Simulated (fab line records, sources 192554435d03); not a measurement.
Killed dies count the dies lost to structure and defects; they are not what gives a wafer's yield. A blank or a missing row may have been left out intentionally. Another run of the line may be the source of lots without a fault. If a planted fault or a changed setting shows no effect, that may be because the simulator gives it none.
Split-lot study / flow n5-finfet / 21 wafers read across 7 lots, on a route 1938 steps long

== SPLIT DETAILS ==
At N5_BEOL_M5_COAT_74 (time 60 s, resist thk 5 nm), the setting spin-rpm was moved away from the recipe's 1500 rpm on 5 of the 21 wafers read, by -11.1% to +10.7%. This setting was run at the recipe's value on the other wafers.

== FROM THE SPLIT TO THE READING: what the file shows between them, 3 steps ==
- N5_BEOL_M5_COAT_22: resist thk 30 nm
- N5_BEOL_M5_EBR_24
- N5_BEOL_M5_DESCUM_33: chemistry O2, time 7 s

== THE READING ==
etch.depth-nm (the simulator's own value, which no gauge read), in nm, at N5_BEOL_M5_ETCH_75 (etches underlayer in N2/H2, target depth 6.5 nm, time 5.2 s). The file does not state a usual value for it. Across the 16 wafers here that went through the recipe, the average is 4.996 nm and the standard deviation 0.016 nm.

wafer=L075.3; tool, chamber at the split=litho-track-02, 0; spin-rpm as run, rpm=1500; against the recipe=recipe; etch.depth-nm, nm=4.984; against lot-mates on the recipe=-
wafer=L075.4; tool, chamber at the split=litho-track-02, 0; spin-rpm as run, rpm=1500; against the recipe=recipe; etch.depth-nm, nm=4.986; against lot-mates on the recipe=-
wafer=L075.5; tool, chamber at the split=litho-track-02, 0; spin-rpm as run, rpm=1500; against the recipe=recipe; etch.depth-nm, nm=4.989; against lot-mates on the recipe=-
wafer=L076.1; tool, chamber at the split=litho-track-01, 0; spin-rpm as run, rpm=1500; against the recipe=recipe; etch.depth-nm, nm=5.018; against lot-mates on the recipe=-
wafer=L076.4; tool, chamber at the split=litho-track-01, 0; spin-rpm as run, rpm=1500; against the recipe=recipe; etch.depth-nm, nm=5.012; against lot-mates on the recipe=-
wafer=L076.6; tool, chamber at the split=litho-track-01, 0; spin-rpm as run, rpm=1500; against the recipe=recipe; etch.depth-nm, nm=5.008; against lot-mates on the recipe=-
wafer=L077.2; tool, chamber at the split=litho-track-02, 0; spin-rpm as run, rpm=1379; against the recipe=-8.1%; etch.depth-nm, nm=5.233; against lot-mates on the recipe=+0.237
wafer=L077.3; tool, chamber at the split=litho-track-02, 0; spin-rpm as run, rpm=1500; against the recipe=recipe; etch.depth-nm, nm=4.996; against lot-mates on the recipe=-
wafer=L077.6; tool, chamber at the split=litho-track-02, 0; spin-rpm as run, rpm=1379; against the recipe=-8.1%; etch.depth-nm, nm=5.218; against lot-mates on the recipe=+0.222
wafer=L078.1; tool, chamber at the split=litho-track-01, 0; spin-rpm as run, rpm=1500; against the recipe=recipe; etch.depth-nm, nm=5; against lot-mates on the recipe=-
wafer=L078.3; tool, chamber at the split=litho-track-01, 0; spin-rpm as run, rpm=1500; against the recipe=recipe; etch.depth-nm, nm=5.015; against lot-mates on the recipe=-
wafer=L078.5; tool, chamber at the split=litho-track-01, 0; spin-rpm as run, rpm=1500; against the recipe=recipe; etch.depth-nm, nm=5.006; against lot-mates on the recipe=-
wafer=L082.1; tool, chamber at the split=litho-track-05, 0; spin-rpm as run, rpm=1500; against the recipe=recipe; etch.depth-nm, nm=4.962; against lot-mates on the recipe=-
wafer=L082.3; tool, chamber at the split=litho-track-05, 0; spin-rpm as run, rpm=1500; against the recipe=recipe; etch.depth-nm, nm=4.967; against lot-mates on the recipe=-
wafer=L082.5; tool, chamber at the split=litho-track-05, 0; spin-rpm as run, rpm=1500; against the recipe=recipe; etch.depth-nm, nm=4.987; against lot-mates on the recipe=-
wafer=L089.2; tool, chamber at the split=litho-track-05, 0; spin-rpm as run, rpm=1661; against the recipe=+10.7%; etch.depth-nm, nm=4.757; against lot-mates on the recipe=-0.247
wafer=L089.4; tool, chamber at the split=litho-track-05, 0; spin-rpm as run, rpm=1500; against the recipe=recipe; etch.depth-nm, nm=5.005; against lot-mates on the recipe=-
wafer=L089.6; tool, chamber at the split=litho-track-05, 0; spin-rpm as run, rpm=1500; against the recipe=recipe; etch.depth-nm, nm=5.002; against lot-mates on the recipe=-
wafer=L090.2; tool, chamber at the split=litho-track-02, 0; spin-rpm as run, rpm=1500; against the recipe=recipe; etch.depth-nm, nm=5.003; against lot-mates on the recipe=-
wafer=L090.5; tool, chamber at the split=litho-track-02, 0; spin-rpm as run, rpm=1334; against the recipe=-11.1%; etch.depth-nm, nm=5.325; against lot-mates on the recipe=+0.322
wafer=L090.6; tool, chamber at the split=litho-track-02, 0; spin-rpm as run, rpm=1334; against the recipe=-11.1%; etch.depth-nm, nm=5.319; against lot-mates on the recipe=+0.316

THE FIT
A straight line over all 21 wafers: etch.depth-nm changes by -0.0272 nm for each +1% of spin-rpm; r = -0.99; the points scatter about the line by 0.02 nm.
The same after taking each lot's own level away (the mean of its wafers on the recipe; 21 wafers): -0.0271 nm for each +1%; r = -1.00; scatter 0.013 nm.
On that fit, the largest move of spin-rpm shifts the reading by 0.3 nm.
The lots' own levels span 4.9720 to 5.0127 nm, that is 2.6 times the standard deviation above.
Hence the lot-to-lot level has little effect on the slope; both slopes agree.
Check: for one of the wafers moved furthest among these (-11.1%), held out of the fit, the line's prediction against its lot-mates is +0.299 nm. It came out at +0.322 nm against them.

== THE OTHER SPLITS THESE WAFERS WENT THROUGH ==
Before the reading, these wafers also passed through other splits. Each is held against what the fit with the lots' levels taken away leaves over:
other split on the same wafers=N5_BEOL_M4_TRENCH_ETCH_37 time-s; wafers away from the commonest value=9; r with etch.depth-nm (lot level and that fit taken away)=+0.14
other split on the same wafers=N5_BEOL_M5_DESCUM_16 time-s; wafers away from the commonest value=7; r with etch.depth-nm (lot level and that fit taken away)=-0.13

== THE WHOLE CHAIN: every reading that the file lists as answering this split, in the file's order ==
step=N5_BEOL_M5_COAT_74; what it does=time 60 s, resist thk 5 nm; reading=underlayer_of_BEOL_M5_COAT_74.thk-nm (the simulator's own value, which no gauge read); change (the file's fit)=-0.027 nm for each +1% of the setting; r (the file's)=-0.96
step=N5_BEOL_M5_ETCH_75; what it does=etches underlayer in N2/H2, target depth 6.5 nm, time 5.2 s; reading=CAR-EUV_of_BEOL_M5_COAT_22.thk-nm (the simulator's own value, which no gauge read); change (the file's fit)=+0.0439 nm for each +1% of the setting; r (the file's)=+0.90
step=N5_BEOL_M5_ETCH_75; what it does=etches underlayer in N2/H2, target depth 6.5 nm, time 5.2 s; reading=etch.depth-nm (the simulator's own value, which no gauge read); change (the file's fit)=-0.0265 nm for each +1% of the setting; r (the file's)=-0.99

== FILE'S OWN FIT ==
etch.depth-nm changes by -0.0265 nm for each +1% of spin-rpm, r = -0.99.
